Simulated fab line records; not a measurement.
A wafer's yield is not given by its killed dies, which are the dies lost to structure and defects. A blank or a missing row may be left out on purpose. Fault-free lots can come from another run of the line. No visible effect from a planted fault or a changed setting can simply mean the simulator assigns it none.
Split-lot study | flow n5 finfet | 39 wafers read from 7 lots, route of 1938 steps

== THE SPLIT ==
At N5_GATE_CUT_HM_DEP_46 (deposits SiO2 from TEOS/O2, target thk 130 nm, time 26.6 s), the setting time s was moved away from the recipe's 26.6 s on 9 of the 39 wafers read, by -39.4% to +44.1%. This setting was run at the recipe's value on the other wafers.

== FROM THE SPLIT TO THE READING: what the file shows between them, 9 steps ==
- N5_GATE_CUT_COAT_34: time 60 s, resist thk 60 nm
- N5_GATE_CUT_COAT_35: time 60 s, resist thk 10 nm
- N5_GATE_CUT_STRIP_38: strips in N2/H2
- N5_GATE_CUT_STRIP_39: strips in N2/H2
- N5_GATE_CUT_HM_OPEN_40: chemistry C4F6/O2, target SiO2, target depth 139 nm, time 85.1 s
- N5_GATE_CUT_STRIP_41: strips in CF4
- N5_GATE_CUT_STRIP_42: strips in O2
- N5_GATE_CUT_ALD_22: deposits SiNx, target thk 16 nm, pulse time 1 s, ald cycles 320
- N5_GATE_CUT_CMP_23: polishes, stops on SiO2, t overpolish 23.4 s, target thk 16 nm

== THE READING ==
Values of GC_FILL_THK in nm from N5_GATE_CUT_THK_MEAS_24. Typical for fault-free wafers on this fab line: 220.5 nm, with standard deviation 2.6 nm.

wafer  | tool, chamber at the split | time s as run, s | against the recipe | GC_FILL_THK, nm | against lot-mates on the recipe
L074.1 | pecvd-01, 1                | 21.39            | -19.6%             | 195.6           | -23.7
L074.2 | pecvd-01, 0                | 26.6             | recipe             | 215.1           | -
L074.3 | pecvd-01, 2                | 21.39            | -19.6%             | 192.7           | -26.6
L074.4 | pecvd-01, 2                | 21.39            | -19.6%             | 194.9           | -24.4
L074.5 | pecvd-01, 1                | 26.6             | recipe             | 221.1           | -
L074.6 | pecvd-01, 0                | 26.6             | recipe             | 221.6           | -
L078.1 | pecvd-04, 2                | 26.6             | recipe             | 216.9           | -
L078.2 | pecvd-04, 1                | 26.6             | recipe             | 217.9           | -
L078.3 | pecvd-04, 0                | 26.6             | recipe             | 223.6           | -
L078.4 | pecvd-04, 1                | 26.6             | recipe             | 223.5           | -
L078.5 | pecvd-04, 2                | 26.6             | recipe             | 216.4           | -
L078.6 | pecvd-04, 0                | 26.6             | recipe             | 225.8           | -
L081.1 | pecvd-04, 1                | 38.33            | +44.1%             | 274.0           | +55.9
L081.2 | pecvd-04, 0                | 26.6             | recipe             | 222.3           | -
L081.3 | pecvd-04, 2                | 26.6             | recipe             | 214.6           | -
L081.4 | pecvd-04, 0                | 38.33            | +44.1%             | 281.5           | +63.4
L081.5 | pecvd-04, 1                | 38.33            | +44.1%             | 278.6           | +60.5
L081.6 | pecvd-04, 2                | 26.6             | recipe             | 217.4           | -
L085.1 | pecvd-04, 1                | 16.12            | -39.4%             | 171.1           | -47.8
L085.2 | pecvd-04, 2                | 26.6             | recipe             | 217.3           | -
L085.3 | pecvd-04, 0                | 26.6             | recipe             | 220.0           | -
L085.4 | pecvd-04, 2                | 26.6             | recipe             | 219.3           | -
L085.5 | pecvd-04, 0                | 16.12            | -39.4%             | 174.4           | -44.5
L085.6 | pecvd-04, 1                | 16.12            | -39.4%             | 172.5           | -46.4
L088.1 | pecvd-04, 1                | 26.6             | recipe             | 218.7           | -
L088.2 | pecvd-04, 2                | 26.6             | recipe             | 216.0           | -
L088.3 | pecvd-04, 0                | 26.6             | recipe             | 220.9           | -
L088.4 | pecvd-04, 2                | 26.6             | recipe             | 220.1           | -
L088.5 | pecvd-04, 1                | 26.6             | recipe             | 223.4           | -
L088.6 | pecvd-04, 0                | 26.6             | recipe             | 224.6           | -
L090.1 | pecvd-01, 1                | 26.6             | recipe             | 218.2           | -
L090.2 | pecvd-01, 0                | 26.6             | recipe             | 216.8           | -
L090.6 | pecvd-01, 2                | 26.6             | recipe             | 222.6           | -
L097.1 | pecvd-04, 1                | 26.6             | recipe             | 219.6           | -
L097.2 | pecvd-04, 1                | 26.6             | recipe             | 218.7           | -
L097.3 | pecvd-04, 1                | 26.6             | recipe             | 220.3           | -
L097.4 | pecvd-04, 1                | 26.6             | recipe             | 219.6           | -
L097.5 | pecvd-04, 1                | 26.6             | recipe             | 220.5           | -
L097.6 | pecvd-04, 1                | 26.6             | recipe             | 219.1           | -

FIT RESULTS
A straight line over all 39 wafers: GC_FILL_THK changes by +1.27 nm for each +1% of time s; r = +0.99; the points scatter about the line by 2.9 nm.
The same after taking each lot's own level away (the mean of its wafers on the recipe; 39 wafers): +1.28 nm for each +1%; r = +0.99; scatter 3 nm.
The reading moves by 56 nm for the largest change in time s, on that fit.
From 218.10 to 220.68 nm: that is the span of the lots' own levels, equal to 1.0 times the standard deviation above.
Consequently the slope shifts little with the lot-to-lot level, the two slopes agreeing.
Check: for one of the wafers moved furthest among these (+44.1%), held out of the fit, the line's prediction against its lot-mates is +57.2 nm. It came out at +55.9 nm against them.

== THE OTHER SPLITS THESE WAFERS WENT THROUGH ==
Other splits were also applied to these wafers ahead of the reading. Each is held against what the fit with the lots' levels taken away leaves over:
other split on the same wafers   | wafers away from the commonest value | r with GC_FILL_THK (lot level and that fit taken away)
N5_HKMG_FIN_HK_ALD_01 ald cycles | 15                                   | +0.10

== THE WHOLE CHAIN: every reading that the file lists as answering this split, in the file's order ==
step                    | what it does                                                     | reading                                                                            | change (the file's fit)                | r (the file's)
N5_GATE_CUT_HM_DEP_46   | deposits SiO2 from TEOS/O2, target thk 130 nm, time 26.6 s       | SiO2_of_GATE_CUT_HM_DEP_46.thk nm (the simulator's own value, which no gauge read) | +1.27 nm for each +1% of the setting   | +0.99
N5_GATE_CUT_HM_OPEN_40  | chemistry C4F6/O2, target SiO2, target depth 139 nm, time 85.1 s | etch rf on time s                                                                  | withheld for each +1% of the setting   | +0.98
N5_GATE_CUT_HM_OPEN_40  | chemistry C4F6/O2, target SiO2, target depth 139 nm, time 85.1 s | etch.depth nm (the simulator's own value, which no gauge read)                     | +1.27 nm for each +1% of the setting   | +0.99
N5_GATE_CUT_HM_OPEN_40  | chemistry C4F6/O2, target SiO2, target depth 139 nm, time 85.1 s | SOC_of_GATE_CUT_COAT_34.thk nm (the simulator's own value, which no gauge read)    | -0.277 nm for each +1% of the setting  | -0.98
N5_GATE_CUT_THK_MEAS_24 |                                                                  | GC_FILL_THK                                                                        | +1.28 for each +1% of the setting      | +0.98
N5_GATE_CUT_CMP_43      | polishes SiO2                                                    | SiO2_of_GATE_CUT_HM_DEP_46.thk nm (the simulator's own value, which no gauge read) | +0.0606 nm for each +1% of the setting | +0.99

== THE FILE'S OWN FIT ==
GC_FILL_THK changes by +1.28 nm for each +1% of time s, r = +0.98.
